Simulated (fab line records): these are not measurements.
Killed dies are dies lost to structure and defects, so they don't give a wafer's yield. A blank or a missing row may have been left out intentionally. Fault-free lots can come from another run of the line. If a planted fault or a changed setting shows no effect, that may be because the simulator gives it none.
fab line records	flow nand-harc
[record] lots = 12	wafers = 36	last-day = 24
route steps=1159 shown P_CONTACT@217
lots that met no fault: taken from a fault-free run of the same line
start-h: hours from the record's first day to the start of the lot's first wafer shown	wait-h: time in hours since the lot's previous step	" the same as in the row above	L1.1+2: a single row standing in for several wafers	- either no value or no given start	* or withheld: withheld	< > ~ a bound
route shown NAME@n: a module of which the file shows steps, and the number in the route of the first	usual: mean and standard deviation over wafers with no fault	same: alike in all rows	chamber/n: place in a boat	sites: each site's reading	_std_site: standard deviation across them	_edge_site: outer sites' mean less inner sites'	radius-mm: for every site, how far away it sits from the centre of the wafer	mask NAME#n: copy n	behind: tool/chamber where the wafer was last shaped	hold: what put the lot on hold/how long, in hours/how the hold closed	device: the n, p or np transistor that did not switch	end of line: at the end of the route, the tests of the same wafers	a step with no rows: only its recipe	killed: the dies lost at the first sort to structure and to defects; this is not the yield of the wafer	map: per-die view of a wafer (x killed, . not killed, _ where there is no die)
set.NAME: setting as actually run; set.NAME@STEP: the setting as run at that earlier step	model.NAME: the simulator's own value behind a step, which no gauge read
route steps across a sampled set of lots; one table per step, one row per wafer
services: the hour from which a tool's chamber was out of use, counted from the record's first day as start-h (under 0 if before that day), plus the number of hours and why
[[steps]]
[step NHARC_P_CONTACT_DEP_30]
[recipe] target-thk-a = 300	temp-c = 400	target-thk-nm = 30	flow-sccm = 200	rf-w = 450	material = SiNx
[usual] heater-power-w = 664/74	susceptor-temp-C = 399.99/0.22
lot.wafer	tool	chamber	start-h	wait-h	heater-power-w	susceptor-temp-C
L513.3	pecvd-04	1	123.18	0.1	645	400.08
L513.5	"	2	"	"	673	400.02
L513.4	"	0	"	"	661	399.55
L519.3	pecvd-01	1	156.03	0.1	712	400.00
L519.1	"	2	"	"	605	399.92
L519.6	"	2	"	"	613	400.06
L523.2	pecvd-01	0	185.06	0.1	750	400.05
L523.5	"	1	"	"	831	399.88
L523.4	"	0	"	"	779	399.99
L522.1	pecvd-04	0	190.82	0.1	664	400.18
L522.3	"	2	"	"	624	399.66
L522.5	"	1	"	"	553	399.86
L526.1	pecvd-03	1	194.88	0.1	719	400.11
L526.5	"	1	"	"	740	400.13
L526.6	"	2	"	"	599	400.11
L527.3	pecvd-01	0	204.94	0.1	694	399.81
L527.1	"	1	"	"	795	400.03
L527.2	"	2	"	"	650	400.47
L528.3	pecvd-01	2	209.46	0.1	631	400.16
L528.6	"	2	"	"	523	400.15
L528.5	"	0	"	"	605	400.19
L530.2	pecvd-03	2	218.73	0.1	681	400.32
L530.4	"	0	"	"	609	399.64
L530.6	"	1	"	"	739	400.02
L529.1	pecvd-03	2	219.46	0.1	603	399.96
L529.3	"	0	"	"	620	400.13
L529.4	"	1	"	"	694	400.22
L531.1	pecvd-03	1	224.87	0.1	752	399.82
L531.2	"	2	"	"	708	399.97
L531.5	"	0	"	"	645	400.15
L533.3	pecvd-04	0	232.78	0.1	528	399.87
L533.1	"	2	"	"	743	399.97
L533.5	"	1	"	"	652	399.64
L532.2	pecvd-04	2	233.45	0.1	693	400.37
L532.6	"	0	"	"	557	399.88
L532.4	"	1	"	"	691	399.99
[step NHARC_P_CONTACT_EXPOSE_09]
[recipe] na = 1.35	target-cd-nm = 90	dose-mj = 81.26	mask-id = P_CA
[usual] focus-offset-nm = 0.0/0.56
lot.wafer	tool	chamber	start-h	wait-h	mask	focus-offset-nm
L513.3	arfi-scanner-02	0	124.59	-	P_CA#0	-0.2
L513.4	"	0	"	"	P_CA#0	0.9
L513.5	"	0	"	"	P_CA#0	0.5
L519.1	arfi-scanner-02	0	157.44	-	P_CA_R1#0	0.8
L519.3	"	0	"	"	P_CA_R1#0	-0.1
L519.6	"	0	"	"	P_CA_R1#0	0.9
L523.2	arfi-scanner-02	0	186.26	-	P_CA#0	-0.1
L523.4	"	0	"	"	P_CA#0	0.2
L523.5	"	0	"	"	P_CA#0	0.3
L522.1	arfi-scanner-02	0	192.23	-	P_CA#0	-0.6
L522.3	"	0	"	"	P_CA#0	0.3
L522.5	"	0	"	"	P_CA#0	-0.1
L526.1	arfi-scanner-02	0	196.15	-	P_CA#0	0.0
L526.5	"	0	"	"	P_CA#0	-0.2
L526.6	"	0	"	"	P_CA#0	0.1
L527.1	arfi-scanner-01	0	206.34	-	P_CA#0	-0.6
L527.2	"	0	"	"	P_CA#0	-0.7
L527.3	"	0	"	"	P_CA#0	-0.3
L528.3	arfi-scanner-01	0	210.74	-	P_CA#0	0.9
L528.5	"	0	"	"	P_CA#0	1.0
L528.6	"	0	"	"	P_CA#0	0.3
L530.2	arfi-scanner-02	0	220.06	-	P_CA#0	-0.2
L530.4	"	0	"	"	P_CA#0	-0.1
L530.6	"	0	"	"	P_CA#0	-0.5
L529.1	arfi-scanner-02	0	220.76	-	P_CA#0	0.4
L529.3	"	0	"	"	P_CA#0	-0.5
L529.4	"	0	"	"	P_CA#0	-0.9
L531.1	arfi-scanner-01	0	226.26	-	P_CA#0	0.1
L531.2	"	0	"	"	P_CA#0	0.4
L531.5	"	0	"	"	P_CA#0	1.2
L533.1	arfi-scanner-01	0	234.09	-	P_CA#0	-0.7
L533.3	"	0	"	"	P_CA#0	-1.1
L533.5	"	0	"	"	P_CA#0	-0.8
L532.2	arfi-scanner-03	0	234.79	-	P_CA#0	-0.3
L532.4	"	0	"	"	P_CA#0	-0.1
L532.6	"	0	"	"	P_CA#0	-0.7
[step NHARC_P_CONTACT_CD_MEAS_12]
[recipe] target-cd-nm = 90	landing-energy-ev = 500
[usual] cd-nm = 90.5/0.96
lot.wafer	tool	chamber	start-h	wait-h	cd-nm
L513.3	cd-sem-02	0	124.74	-	90.8
L513.4	"	0	"	"	92.5
L513.5	"	0	"	"	91.8
L519.1	cd-sem-02	0	157.58	-	93.8
L519.3	"	0	"	"	96.0
L519.6	"	0	"	"	95.0
L523.2	cd-sem-03	0	186.41	-	91.1
L523.4	"	0	"	"	90.5
L523.5	"	0	"	"	90.7
L522.1	cd-sem-03	0	192.37	-	89.5
L522.3	"	0	"	"	89.5
L522.5	"	0	"	"	90.1
L526.1	cd-sem-01	0	196.29	-	89.8
L526.5	"	0	"	"	89.7
L526.6	"	0	"	"	90.2
L527.1	cd-sem-01	0	206.48	-	89.9
L527.2	"	0	"	"	90.0
L527.3	"	0	"	"	89.3
L528.3	cd-sem-03	0	210.88	-	91.4
L528.5	"	0	"	"	90.2
L528.6	"	0	"	"	90.9
L530.2	cd-sem-02	0	220.20	-	90.9
L530.4	"	0	"	"	91.3
L530.6	"	0	"	"	90.8
L529.1	cd-sem-02	0	220.90	-	91.6
L529.3	"	0	"	"	91.8
L529.4	"	0	"	"	90.2
L531.1	cd-sem-03	0	226.40	-	89.6
L531.2	"	0	"	"	89.7
L531.5	"	0	"	"	89.5
L533.1	cd-sem-02	0	234.23	-	91.1
L533.3	"	0	"	"	92.4
L533.5	"	0	"	"	92.2
L532.2	cd-sem-03	0	234.92	-	90.3
L532.4	"	0	"	"	89.6
L532.6	"	0	"	"	89.9
[step NHARC_P_CONTACT_ETCH_36]
[recipe] target-depth-a = 2600	over-etch-frac = 0.25	time-s = 406.25	ion-energy-ev = 200	n2-flow-sccm = 150	h2-flow-sccm = 150	ar-flow-sccm = 0	rf-w = 400	bias-w = 150	chemistry = N2/H2
[usual] chamber-pressure-mTorr = 30.005/0.028	drypump-motor-current-A = 5.7/0.4	oes-product-au = 0.994/0.0088	rf-vpp-V = 429.5/2.6	showerhead-plenum-p-Torr = 2.00/0.089	throttle-valve-pct = 14.170/0.0088
lot.wafer	tool	chamber	start-h	wait-h	chamber-pressure-mTorr	drypump-motor-current-A	oes-product-au	rf-hours-counter-h	rf-vpp-V	showerhead-plenum-p-Torr	throttle-valve-pct
L513.3	rie-diel-08	3	-	-	30.014	6.3	0.989	62	430.9	2.02	14.174
L513.4	"	1	"	"	29.982	6.5	1.009	58	428.2	1.95	14.170
L513.5	"	3	"	"	30.004	6.4	0.993	-	429.2	2.02	14.166
L519.1	rie-diel-11	0	-	-	30.041	6.2	0.988	15	428.0	1.93	14.168
L519.3	"	1	"	"	29.995	6.0	0.998	15	426.8	1.90	14.172
L519.6	"	0	"	"	29.978	6.2	0.993	-	428.5	1.93	14.186
L523.4	rie-diel-01	2	-	-	30.026	5.6	0.994	4	425.8	1.91	14.172
L523.2	"	3	"	"	30.041	6.3	0.978	5	432.4	2.08	14.174
L523.5	"	3	"	"	30.018	6.3	0.989	-	432.8	2.08	14.190
L522.1	rie-diel-01	1	-	-	29.980	5.3	1.009	5	427.9	1.94	14.174
L522.3	"	2	"	"	30.028	5.6	0.996	5	428.2	1.91	14.158
L522.5	"	0	"	"	29.976	5.6	0.993	-	429.3	1.99	14.187
L526.1	rie-diel-01	2	-	-	30.028	5.6	0.995	6	426.1	1.91	14.178
L526.6	"	1	"	"	29.979	5.3	1.001	-	427.6	1.94	14.194
L526.5	"	2	"	"	30.000	5.6	0.999	-	426.1	1.91	14.166
L527.1	rie-diel-01	0	-	-	29.959	5.6	0.983	8	428.2	1.99	14.182
L527.3	"	2	"	"	29.975	5.6	1.000	7	427.4	1.91	14.173
L527.2	"	3	"	"	30.025	6.3	0.979	7	431.7	2.08	14.167
L528.3	rie-diel-01	0	-	-	29.958	5.6	0.984	9	428.7	1.99	14.162
L528.6	"	0	"	"	30.015	5.6	0.979	-	430.1	1.99	14.168
L528.5	"	2	"	"	29.989	5.6	0.989	-	426.4	1.91	14.182
L530.2	rie-diel-11	0	-	-	30.060	6.2	0.995	2	426.8	1.93	14.175
L530.4	"	2	"	"	30.015	5.3	0.987	1	433.2	2.18	14.183
L530.6	"	0	"	"	30.001	6.1	0.996	-	427.3	1.93	14.173
L529.1	rie-diel-01	1	-	-	30.009	5.4	0.996	8	427.5	1.94	14.160
L529.3	"	2	"	"	30.020	5.6	1.006	9	427.2	1.91	14.177
L529.4	"	3	"	"	29.990	6.3	0.989	9	432.2	2.08	14.171
L531.1	rie-diel-01	1	-	-	29.972	5.3	1.010	9	426.8	1.94	14.159
L531.2	"	2	"	"	29.978	5.6	0.987	10	427.5	1.91	14.161
L531.5	"	2	"	"	30.031	5.6	1.004	-	426.6	1.91	14.172
L533.3	rie-diel-08	0	-	-	30.026	5.7	0.995	42	431.3	2.02	14.144
L533.1	"	1	"	"	29.980	6.4	0.995	42	427.4	1.94	14.184
L533.5	"	0	"	"	30.001	5.7	0.991	-	430.4	2.02	14.164
L532.4	rie-diel-01	0	-	-	30.014	5.6	0.991	12	429.6	1.99	14.177
L532.2	"	1	"	"	29.974	5.3	0.998	10	427.6	1.94	14.181
L532.6	"	0	"	"	30.002	5.6	0.989	-	428.6	1.99	14.163
[step NHARC_P_CONTACT_CMP_24]
[recipe] t-overpolish-s = 30	target-thk-nm = 200
[usual] motor-current-A = 11.8/0.85	overpolish-run-s = 30.001/0.0093	time-to-endpoint-s = 40.3/2.8
[same] t-overpolish-s = 30
lot.wafer	tool	chamber	start-h	wait-h	motor-current-A	overpolish-run-s	time-to-endpoint-s
L513.4	cmp-03	3	134.05	0.4	11.3	29.994	42.4
L513.3	"	1	"	"	12.4	30.003	46.2
L513.5	"	2	"	"	12.9	30.012	37.2
L519.3	cmp-02	1	160.48	0.3	12.8	30.012	44.0
L519.1	"	3	"	"	11.8	29.989	39.0
L519.6	"	0	"	"	13.7	29.996	40.9
L523.2	cmp-03	1	190.42	0.5	11.2	29.990	43.8
L523.4	"	3	"	"	10.5	29.974	40.6
L523.5	"	1	"	"	10.8	30.001	43.6
L522.3	cmp-04	1	200.77	0.4	11.4	30.000	39.2
L522.1	"	3	"	"	12.0	30.012	41.4
L522.5	"	1	"	"	11.2	29.999	39.1
L526.1	cmp-02	2	205.85	0.5	10.6	29.994	38.6
L526.6	"	1	"	"	12.1	29.997	41.3
L526.5	"	2	"	"	10.4	30.000	40.7
L527.1	cmp-04	3	209.94	0.5	12.2	29.999	38.0
L527.2	"	0	"	"	12.3	29.992	37.5
L527.3	"	1	"	"	11.2	30.012	36.1
L528.3	cmp-03	2	213.96	0.5	12.6	30.008	36.2
L528.6	"	3	"	"	11.7	29.996	37.6
L528.5	"	0	"	"	10.5	29.997	38.3
L530.2	cmp-04	0	223.29	0.5	11.7	30.010	38.6
L530.4	"	3	"	"	11.7	29.988	38.9
L530.6	"	1	"	"	11.4	30.014	39.8
L529.1	cmp-04	0	223.85	0.6	12.0	30.002	41.5
L529.3	"	1	"	"	11.4	29.993	41.5
L529.4	"	3	"	"	12.2	30.002	43.2
L531.2	cmp-03	2	229.27	0.5	12.5	30.011	36.8
L531.1	"	1	"	"	11.6	30.007	44.4
L531.5	"	2	"	"	12.5	30.004	36.6
L533.1	cmp-03	3	240.72	0.6	11.3	29.998	39.2
L533.3	"	2	"	"	13.1	29.994	37.7
L533.5	"	3	"	"	11.5	30.010	39.7
L532.4	cmp-02	2	241.26	0.3	10.3	30.009	39.6
L532.2	"	3	"	"	11.7	30.010	37.2
L532.6	"	3	"	"	11.3	30.000	38.8
[[services]]
tool	chamber	start-h	hours	kind
cmp-04	-	105.00	4.0	pm
rie-diel-01	2	107.03	8.3	repair
pecvd-01	-	107.77	2.6	repair
pecvd-03	-	111.06	13.0	pm
rie-diel-01	3	112.45	4.6	repair
rie-diel-01	1	114.51	2.2	repair
cmp-04	-	119.07	1.1	repair
pecvd-03	-	129.03	1.9	repair
cmp-04	-	130.37	0.8	repair
rie-diel-01	-	137.80	9.0	pm
arfi-scanner-01	-	140.77	4.0	pm
arfi-scanner-01	-	146.19	5.9	repair
arfi-scanner-01	-	155.75	1.9	repair
cmp-03	-	156.00	4.0	pm
cmp-03	-	179.84	1.4	repair
rie-diel-01	-	183.09	0.4	repair
cmp-03	-	185.86	1.9	repair
pecvd-04	-	188.84	1.5	repair
pecvd-04	-	195.27	13.0	pm
cmp-04	-	203.00	4.0	pm
rie-diel-01	1	205.92	7.1	repair
cmp-03	-	211.78	0.3	repair
pecvd-04	2	236.04	5.6	repair
pecvd-01	-	237.19	13.0	pm
[[key]]
[first-sign] step = NHARC_P_CONTACT_EXPOSE_09	reading = mask	direction = changed
[effect] step = NHARC_P_CONTACT_CD_MEAS_12	reading = cd-nm	direction = up	sigmas = 4.6	usual = 90.5	struck = 94.9
met-at NHARC_P_CONTACT_EXPOSE_09
struck-lots L519
tester-left-out L519
not-acting-at NHARC_P_CONTACT_DEP_30,NHARC_P_CONTACT_ETCH_36,NHARC_P_CONTACT_CMP_24
onset-between 124.59 157.44
[fault] kind = wrong-mask	tool = any	chamber = -	onset-h = 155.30	steps = NHARC_P_CONTACT_EXPOSE_09	aux-copy = P_CA_R1#0	cd-offset-nm = 3.044	scope = struck-lots-only
// tester-left-out: of these lots the tester's yield and bins aren't shown, on N5 and GAA mostly nor the transistor test; their killed dies are dies lost to structure and defects alone, not to doping, threshold or leakage, so they don't give the yield
